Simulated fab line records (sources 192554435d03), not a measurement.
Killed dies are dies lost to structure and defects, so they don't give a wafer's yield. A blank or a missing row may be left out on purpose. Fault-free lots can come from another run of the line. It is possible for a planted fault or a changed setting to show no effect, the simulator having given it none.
Matching of chambers	flow n5Finfet	4 sister chambers for N5_BEOL_M6_STRIP_19 on rieDiel-02
The step strips in O2. 14 wafers are shown with their chamber, then 7 later ones without.

== WAFERS PAIRED WITH THEIR CHAMBERS ==
wafer	chamber	showerheadPlenumPTorr (Torr)	rfVppV (V)	throttleValvePct (%)
L075.2	2	2.06	3.6	16.73
L075.3	0	2.02	4.2	16.69
L075.6	1	2.13	5.1	16.63
L078.2	3	2.05	3.6	17.12
L078.3	0	2.01	3.5	16.71
L078.5	0	2.01	4.1	16.69
L081.1	0	2.01	3.2	16.72
L081.2	3	2.04	4.1	17.14
L081.4	0	2.01	3.0	16.72
L091.2	3	2.04	4.3	16.61
L091.3	0	2.01	3.9	16.75
L091.5	3	2.04	4.1	16.63
L093.3	2	2.05	4.2	16.36
L093.5	3	2.04	3.2	16.63

SIGNATURES (averages over the wafers above)
reading	chamber 0	chamber 1	chamber 2	chamber 3	scatter within a chamber
showerheadPlenumPTorr	2.0117	2.1300	2.0550	2.0420	0.00462
rfVppV	3.650	5.100	3.900	3.860	0.47
throttleValvePct	16.7133	16.6300	16.5450	16.8260	0.195
Rule: distance of a wafer from a chamber = root of the sum over the readings of ((wafer's reading minus chamber's mean) / reading's scatter) squared. The wafer belongs to the nearest chamber; if the next one is less than 2 further off, it can't be placed. How the scatter is found: for the shown wafers, subtract from each reading the mean of its chamber, square and add these, divide the total by (wafers less chambers), then take the root.

== WAFERS WITH NO CHAMBER GIVEN ==
wafer	showerheadPlenumPTorr (Torr)	rfVppV (V)	throttleValvePct (%)
L093.6	2.00	3.6	16.76
L092.1	2.12	4.6	16.69
L092.2	2.05	4.6	16.35
L092.5	2.12	4.3	16.71
L097.2	2.00	3.2	16.79
L097.3	2.04	3.2	16.36
L097.6	2.11	3.4	16.72

== WHICH CHAMBER EACH WENT THROUGH ==
wafer	from the rows above	in truth
L093.6	0	0
L092.1	1	1
L092.2	can't be placed: 2 or 3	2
L092.5	1	1
L097.2	0	0
L097.3	can't be placed: 3 or 2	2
L097.6	1	1
Correctly placed: 5 of 7. Cannot be placed on the basis of these rows: 2; the candidates contain the true chamber in 2. 0 placed wrongly.
